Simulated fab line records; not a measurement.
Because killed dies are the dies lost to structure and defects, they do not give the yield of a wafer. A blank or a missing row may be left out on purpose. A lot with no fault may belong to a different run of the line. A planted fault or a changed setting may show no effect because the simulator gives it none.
Which tool is to blame? ; flow nand-harc ; 24 lots, 72 wafers sampled, at 5 steps of a route of 1302

## WHAT THE GAUGES READ, wafer by wafer
NHARC_A_BLC_CD_MEAS_10: the cd target is 100 nm. Usual: cd-nm at 99.8 nm, with a standard deviation of 0.5.
lot;measured;on;cd-nm (nm);flag
L074;day 22 22:37;cd-sem-03;99.7 100.3 100.7;
L075;day 22 23:46;cd-sem-03;99.8 99.9 99.2;
L076;day 23 07:41;cd-sem-03;100.1 100.8 99.8;
L078;day 24 01:09;cd-sem-03;99.5 100.3 100.2;
L077;day 24 02:12;cd-sem-02;99.4 99.8 100.0;
L079;day 24 19:14;cd-sem-02;99.5 99.8 99.5;
L080;day 25 00:50;cd-sem-02;99.8 100.1 99.5;
L081;day 25 05:01;cd-sem-03;99.2 99.2 99.3;
L083;day 25 21:55;cd-sem-01;99.9 100.1 100.4;
L082;day 26 00:10;cd-sem-03;100.6 99.2 99.1;
L085;day 26 19:56;cd-sem-03;100.3 99.1 100.2;
L084;day 26 23:44;cd-sem-03;99.4 100.5 99.9;
L086;day 27 10:49;cd-sem-02;99.5 99.5 99.4;
L087;day 28 02:17;cd-sem-02;101.0 99.1 99.5;
L089;day 29 00:32;cd-sem-02;98.8 99.6 99.0;
L088;day 29 01:25;cd-sem-03;99.4 99.4 99.8;
L090;day 29 17:38;cd-sem-03;100.0 99.3 100.0;
L091;day 29 19:02;cd-sem-03;99.0 100.0 99.8;
L092;day 30 18:19;cd-sem-02;99.8 100.2 100.1;
L093;day 30 18:35;cd-sem-01;99.7 99.5 99.3;
L095;day 31 07:22;cd-sem-01;101.1 100.4 101.1;
L096;day 31 08:19;cd-sem-02;100.6 100.4 101.0;
L094;day 31 15:57;cd-sem-02;99.9 99.2 99.8;
L097;day 31 19:52;cd-sem-02;100.0 100.0 99.6;

NHARC_A_M1_INSPECT_11. Usual: raw-defect-count at 87, with a standard deviation of 38.
lot;measured;on;raw-defect-count;flag
L074;day 23 06:49;defect-inspect-01;139 136 154;
L075;day 23 07:50;defect-inspect-02;83 86 78;
L076;day 23 16:15;defect-inspect-01;67 81 54;
L078;day 24 09:41;defect-inspect-01;83 71 61;
L077;day 24 10:37;defect-inspect-01;91 106 95;
L079;day 25 03:31;defect-inspect-01;114 109 112;
L080;day 25 09:08;defect-inspect-01;24 30 30;
L081;day 25 13:38;defect-inspect-01;157 162 162;
L083;day 26 06:07;defect-inspect-01;26 36 39;
L082;day 26 08:36;defect-inspect-02;171 163 175;
L085;day 27 03:51;defect-inspect-02;47 45 52;
L084;day 27 07:45;defect-inspect-02;23 26 18;
L086;day 27 19:05;defect-inspect-02;110 105 101;
L087;day 28 10:29;defect-inspect-01;68 80 80;
L089;day 29 08:32;defect-inspect-02;92 71 75;
L088;day 29 09:31;defect-inspect-01;97 84 103;
L090;day 30 01:49;defect-inspect-02;133 126 94;
L091;day 30 03:14;defect-inspect-02;59 67 70;
L092;day 31 02:37;defect-inspect-02;117 99 139;
L093;day 31 03:04;defect-inspect-01;78 66 63;
L095;day 31 15:20;defect-inspect-01;85 70 75;
L096;day 31 16:41;defect-inspect-01;111 110 121;
L094;day 32 00:49;defect-inspect-02;86 88 107;
L097;day 32 04:17;defect-inspect-01;27 43 42;

## WHICH TOOL RAN EACH LOT (tool, then ch and the chambers of the sampled wafers, then the start)
lot;NHARC_A_BLC_CVD_24;NHARC_A_M0_PVD_21;NHARC_A_M0_CMP_23
L074;cvd-w-02 ch 0,1, day 23 04:56 or earlier;pvd-sputter-01, day 23 04:56 or earlier;cmp-01 ch 1,2,3, day 23 04:56
L075;cvd-w-02 ch 0,1, day 23 05:58 or earlier;pvd-sputter-02, day 23 05:58 or earlier;cmp-02 ch 0,1, day 23 05:58
L076;cvd-w-02 ch 0,1, day 23 10:00;pvd-sputter-01, day 23 14:23 or earlier;cmp-04 ch 0,1,3, day 23 14:23
L078;cvd-w-02 ch 0,1, day 24 07:34 or earlier;pvd-sputter-02, day 24 07:34 or earlier;cmp-02 ch 1,2,3, day 24 07:34
L077;cvd-w-02 ch 0,1, day 24 08:34 or earlier;pvd-sputter-01, day 24 08:34 or earlier;cmp-01 ch 0,1,3, day 24 08:34
L079;cvd-w-01 ch 0,1, day 25 01:33 or earlier;pvd-sputter-02, day 25 01:33 or earlier;cmp-04 ch 1,2,3, day 25 01:33
L080;cvd-w-02 ch 0,1, day 25 06:16 or earlier;pvd-sputter-02, day 25 06:16;cmp-04 ch 0,1, day 25 07:07
L081;cvd-w-01 ch 0,1, day 25 11:39 or earlier;pvd-sputter-02, day 25 11:39 or earlier;cmp-01 ch 0,1,2, day 25 11:39
L083;cvd-w-02 ch 0,1, day 26 04:08 or earlier;pvd-sputter-02, day 26 04:08 or earlier;cmp-01 ch 0,2, day 26 04:08
L082;cvd-w-01 ch 0,1, day 26 06:31 or earlier;pvd-sputter-03, day 26 06:31 or earlier;cmp-04 ch 0,2,3, day 26 06:31
L085;cvd-w-01 ch 0,1, day 27 02:03 or earlier;pvd-sputter-02, day 27 02:03 or earlier;cmp-01 ch 0,1, day 27 02:03
L084;cvd-w-02 ch 0,1, day 27 05:54 or earlier;pvd-sputter-01, day 27 05:54 or earlier;cmp-02 ch 2,3, day 27 05:54
L086;cvd-w-02 ch 0,1, day 27 17:07 or earlier;pvd-sputter-03, day 27 17:07 or earlier;cmp-02 ch 0,1,2, day 27 17:07
L087;cvd-w-01 ch 0,1, day 28 08:31 or earlier;pvd-sputter-03, day 28 08:31 or earlier;cmp-01 ch 0,2,3, day 28 08:31
L089;cvd-w-01 ch 0,1, day 29 06:41 or earlier;pvd-sputter-02, day 29 06:41 or earlier;cmp-04 ch 0,2,3, day 29 06:41
L088;cvd-w-02 ch 0,1, day 29 07:40 or earlier;pvd-sputter-03, day 29 07:40 or earlier;cmp-01 ch 2,3, day 29 07:40
L090;cvd-w-01 ch 0,1, day 29 23:47 or earlier;pvd-sputter-01, day 29 23:47 or earlier;cmp-02 ch 0,1,3, day 29 23:47
L091;cvd-w-02 ch 0,1, day 30 01:16 or earlier;pvd-sputter-03, day 30 01:16 or earlier;cmp-04 ch 0,1,2, day 30 01:16
L092;cvd-w-01 ch 0,1, day 31 00:36 or earlier;pvd-sputter-01, day 31 00:36 or earlier;cmp-02 ch 0,2,3, day 31 00:36
L093;cvd-w-01 ch 0,1, day 31 01:05 or earlier;pvd-sputter-03, day 31 01:05 or earlier;cmp-01 ch 0,1,3, day 31 01:05
L095;cvd-w-02 ch 0,1, day 31 13:31 or earlier;pvd-sputter-03, day 31 13:31 or earlier;cmp-04 ch 0,1,3, day 31 13:31
L096;cvd-w-02 ch 0,1, day 31 14:38 or earlier;pvd-sputter-01, day 31 14:38 or earlier;cmp-01 ch 0,1,3, day 31 14:38
L094;cvd-w-02 ch 0,1, day 31 22:50 or earlier;pvd-sputter-02, day 31 22:50 or earlier;cmp-01 ch 2,3, day 31 22:50
L097;cvd-w-02 ch 0,1, day 32 02:17 or earlier;pvd-sputter-01, day 32 02:17 or earlier;cmp-04 ch 0,1,3, day 32 02:17
- NHARC_A_BLC_CVD_24: deposits W, target thk 150 nm, time 434 s.
- NHARC_A_M0_PVD_21: deposits Cu, target thk 30 nm, time 20.49 s.
- NHARC_A_M0_CMP_23: polishes, t overpolish 20 s, target thk 113.75 nm.

## AS READ BY THE TOOLS THEMSELVES (means over the sampled wafers that have a number; for cases with no such wafer, the mark the record gives instead)
NHARC_A_BLC_CVD_24. Usual: heater-power-w 502 W, standard deviation 33; mfc-h2-sccm 1600 sccm, standard deviation 4.9; throttle-valve-pct 7.98 %, standard deviation 0.17.
lot;tool;heater-power-w (W);mfc-h2-sccm (sccm);throttle-valve-pct (%);flag
L074;cvd-w-02;541;1604;7.82;
L075;cvd-w-02;521;1595;7.86;
L076;cvd-w-02;520;1604;8.04;
L078;cvd-w-02;514;1600;7.89;
L077;cvd-w-02;537;1605;7.92;
L079;cvd-w-01;463;1596;8.05;
L080;cvd-w-02;540;1599;8.00;
L081;cvd-w-01;467;1598;7.87;
L083;cvd-w-02;536;1600;7.99;
L082;cvd-w-01;463;1597;7.84;
L085;cvd-w-01;461;1599;7.98;
L084;cvd-w-02;541;1598;7.97;
L086;cvd-w-02;535;1600;8.12;
L087;cvd-w-01;468;1599;7.98;
L089;cvd-w-01;482;1599;8.13;
L088;cvd-w-02;540;1592;8.06;
L090;cvd-w-01;467;1605;8.07;
L091;cvd-w-02;506;1605;7.93;
L092;cvd-w-01;469;1599;7.91;
L093;cvd-w-01;483;1597;8.02;
L095;cvd-w-02;499;1593;7.73;
L096;cvd-w-02;499;1605;7.91;
L094;cvd-w-02;511;1601;7.90;
L097;cvd-w-02;512;1599;8.10;

NHARC_A_M0_PVD_21. Usual: throttle-valve-pct at 30.3 %, with a standard deviation of 1.1.
lot;tool;throttle-valve-pct (%);flag
L074;pvd-sputter-01;29.1;
L075;pvd-sputter-02;30.8;
L076;pvd-sputter-01;30.5;
L078;pvd-sputter-02;30.7;
L077;pvd-sputter-01;29.2;
L079;pvd-sputter-02;30.8;
L080;pvd-sputter-02;30.6;
L081;pvd-sputter-02;31.2;
L083;pvd-sputter-02;31.3;
L082;pvd-sputter-03;30.1;
L085;pvd-sputter-02;32.0;
L084;pvd-sputter-01;30.1;
L086;pvd-sputter-03;30.1;
L087;pvd-sputter-03;30.0;
L089;pvd-sputter-02;31.5;
L088;pvd-sputter-03;29.8;
L090;pvd-sputter-01;30.0;
L091;pvd-sputter-03;30.2;
L092;pvd-sputter-01;29.8;
L093;pvd-sputter-03;30.4;
L095;pvd-sputter-03;29.7;
L096;pvd-sputter-01;30.3;
L094;pvd-sputter-02;30.3;
L097;pvd-sputter-01;29.9;

NHARC_A_M0_CMP_23. Usual: motor-current-A 12.3 A, standard deviation 1.1; time-to-endpoint-s 29.6 s, standard deviation 1.9.
lot;tool;motor-current-A (A);time-to-endpoint-s (s);flag
L074;cmp-01;11.8;30.9;
L075;cmp-02;10.8;27.8;
L076;cmp-04;12.7;28.8;
L078;cmp-02;12.8;29.5;
L077;cmp-01;11.6;31.0;
L079;cmp-04;12.4;29.0;
L080;cmp-04;12.9;29.3;
L081;cmp-01;12.3;28.5;
L083;cmp-01;13.3;27.9;
L082;cmp-04;12.0;30.6;
L085;cmp-01;12.5;27.1;
L084;cmp-02;13.3;29.5;
L086;cmp-02;11.8;29.9;
L087;cmp-01;12.0;28.4;
L089;cmp-04;12.3;32.1;
L088;cmp-01;11.6;30.3;
L090;cmp-02;11.4;28.8;
L091;cmp-04;12.9;31.5;
L092;cmp-02;12.5;29.4;
L093;cmp-01;11.6;28.0;
L095;cmp-04;12.7;31.7;
L096;cmp-01;12.2;30.5;
L094;cmp-01;11.7;28.8;
L097;cmp-04;12.7;29.5;

## THE ANSWER, worked out from the rows above alone
Rule: a lot is off if the mean of its wafers that have a number lies more than 3 standard deviations from the usual mean. A lot without any number at a reading at which 4 lots or more have one is off too. All remaining lots with rows at the step are treated as sound. Order of review: gauges by route order, followed by the tools' own readings, for which a lot's mean as printed above is used. At the first step where some lot is off, the reading lying furthest off is the one used; lots without a number count as furthest.
None of the lots is off at any reading shown; this tells nothing.

## WHAT WAS PUT IN BY THE SIMULATOR
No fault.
